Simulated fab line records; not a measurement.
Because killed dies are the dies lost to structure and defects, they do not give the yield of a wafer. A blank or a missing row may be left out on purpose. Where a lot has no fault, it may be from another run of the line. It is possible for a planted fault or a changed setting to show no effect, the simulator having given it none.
A struck lot beside a sound one ; flow nand_harc ; 32 out of 1302 route steps
Sound: the wafers L851.2, L851.3, L851.5. Struck: wafers L842.5, L842.6. (L842.4 of the same lot was not struck and is left out.) The cause comes at the end.
Each step with rows lists, per side, the tool, then ch with its chambers, then its first start. Under that, the readings that differ: sound wafers ; struck wafers ; difference of the means ; sigmas: that difference in standard deviations of wafers without a fault.
alike: a reading whose means differ by less than 2 such deviations, as well as words and numbers matching on both sides. not compared: withheld readings; readings where some wafer has no value; bounds like >300 that might hide an equal value; numbers whose values overlap and for which the record gives no deviation.
A row with sigmas, a row that says differs or no value, or rows on one side alone: a step with any of these is where the two part. Numbers that have no deviation but don't overlap get no sigmas and don't part them. Lack of a reading on every wafer of one side parts them only where that side has two or more wafers.

first, 10 steps without rows for these wafers: NHARC_A_CHANNEL_HOLE_D2_DEP_00 (deposits aC, target thk 3100 nm); NHARC_A_CHANNEL_HOLE_D2_DEP_01 (deposits SiON, target thk 140 nm); NHARC_A_CHANNEL_HOLE_D2_DEHYDRATE_02 (time 120 s); NHARC_A_CHANNEL_HOLE_D2_HMDS_03 (time 30 s); NHARC_A_CHANNEL_HOLE_D2_COAT_36 (time 75 s); NHARC_A_CHANNEL_HOLE_D2_COAT_37 (time 65 s); NHARC_A_CHANNEL_HOLE_D2_COAT_04 (resist thk 90 nm); NHARC_A_CHANNEL_HOLE_D2_SOFTBAKE_05 (time 55 s); NHARC_A_CHANNEL_HOLE_D2_EBR_06; NHARC_A_CHANNEL_HOLE_D2_EXPOSE_07 (exposes mask HOLE D2, target cd 100 nm).
NHARC_A_CHANNEL_HOLE_D2_PEB_08: peb time 65 s.
  sound on litho_track-06 ch 0, day 22 07:11; struck on litho_track-04 ch 0, day 19 10:02
  alike: exhaust_pa
then, 1 step without rows for these wafers: NHARC_A_CHANNEL_HOLE_D2_DEVELOP_09 (develop time 35 s).
NHARC_A_CHANNEL_HOLE_D2_CD_MEAS_10 targets a cd of 100 nm.
  sound on cd_sem-01 ch 0, day 22 07:16; struck on cd_sem-01 ch 0, day 19 10:07
reading;sound;struck;difference;sigmas
cd_nm (nm);100.7 100.8 100.3;103.2 102.2;+2.1;+4
NHARC_A_CHANNEL_HOLE_D2_DESCUM_15: chemistry O2, time 3 s.
  sound on rie_diel-05 ch 0,2,3, day 22 07:28; struck on rie_diel-05 ch 0,1, day 19 10:20
reading;sound;struck;difference;sigmas
model.A_CHANNEL_HOLE_D2.cd_nm (nm);101.1 100.3 99.85;103.1 102.1;+2.2;
  alike: chamber_pressure_mTorr, drypump_motor_current_A, oes_product_au, rf_vpp_V, showerhead_plenum_p_Torr, throttle_valve_pct
  not compared: rf_hours_counter_h
then, 16 steps without rows for these wafers: NHARC_A_CHANNEL_HOLE_D2_ETCH_38 (etches the open film in CF4, target depth 39 nm, time 65 s); NHARC_A_CHANNEL_HOLE_D2_ETCH_39 (etches the open film in N2/H2, target depth 260 nm, time 325 s); NHARC_A_CHANNEL_HOLE_D2_ETCH_34 (etches the open film in CF4/CHF3, target depth 154 nm, time 77 s); NHARC_A_CHANNEL_HOLE_D2_ETCH_16 (etches the open film in O2/COS, target depth 3100 nm, time 806 s); NHARC_A_CHANNEL_HOLE_D2_ETCH_19 (etches the open film in C4F8/O2/Ar, time 34.5 s); NHARC_A_CHANNEL_HOLE_D2_ETCH_20 (etches the open film in C4F8/O2/Ar, time 361.9 s, target depth 1600 nm); NHARC_A_CHANNEL_HOLE_D2_ETCH_21 (etches the open film in C4F8/O2/Ar, time 514.3 s, target depth 1600 nm); NHARC_A_CHANNEL_HOLE_D2_ETCH_22 (etches the open film in C4F8/O2/Ar, time 666.7 s, target depth 1600 nm); NHARC_A_CHANNEL_HOLE_D2_ETCH_23 (etches the open film in C4F8/O2/Ar, time 819 s, target depth 1600 nm); NHARC_A_CHANNEL_HOLE_D2_ETCH_24 (etches the open film in C4F8/O2/Ar, time 906.2 s, target depth 1500 nm); NHARC_A_CHANNEL_HOLE_D2_ETCH_25 (etches the open film in C4F8/O2/Ar, time 1040.2 s, target depth 1500 nm); NHARC_A_CHANNEL_HOLE_D2_ETCH_26 (etches the open film in C4F8/O2/Ar, time 224.1 s, target depth 300 nm); NHARC_A_CHANNEL_HOLE_D2_ETCH_27 (etches the open film in C4F8/O2/Ar, time 90 s, target depth 400 nm); NHARC_A_CHANNEL_HOLE_D2_STRIP_41 (strips in N2/H2); NHARC_A_CHANNEL_HOLE_D2_STRIP_42 (strips in CF4/CHF3); NHARC_A_CHANNEL_HOLE_D2_STRIP_43 (strips in O2/COS).
NHARC_A_CHANNEL_HOLE_D2_ETCH_44: etches the open film in CF4/O2, target depth 140 nm, overetch 14 nm, time 77 s.
  sound on rie_diel-10 ch 1,3, day 22 13:50; struck on rie_diel-05 ch 1,2, day 19 16:15
reading;sound;struck;difference;sigmas
model.A_CHANNEL_HOLE_D2.cd_nm (nm);90.5 91.13 89.14;92.31 92.21;+2.00;
  alike: chamber_pressure_mTorr, drypump_motor_current_A, oes_o_777_au, oes_product_au, rf_vpp_V, showerhead_plenum_p_Torr, throttle_valve_pct
  not compared: rf_hours_counter_h
then, 1 step without rows for these wafers: NHARC_A_CHANNEL_HOLE_D2_STRIP_28 (strips in O2).

## WHERE THEY PART
Only at NHARC_A_CHANNEL_HOLE_D2_CD_MEAS_10, within this record. Later steps at which nothing parts them and some readings are alike: NHARC_A_CHANNEL_HOLE_D2_DESCUM_15, NHARC_A_CHANNEL_HOLE_D2_ETCH_44.

WHY: what had been put in by the simulator
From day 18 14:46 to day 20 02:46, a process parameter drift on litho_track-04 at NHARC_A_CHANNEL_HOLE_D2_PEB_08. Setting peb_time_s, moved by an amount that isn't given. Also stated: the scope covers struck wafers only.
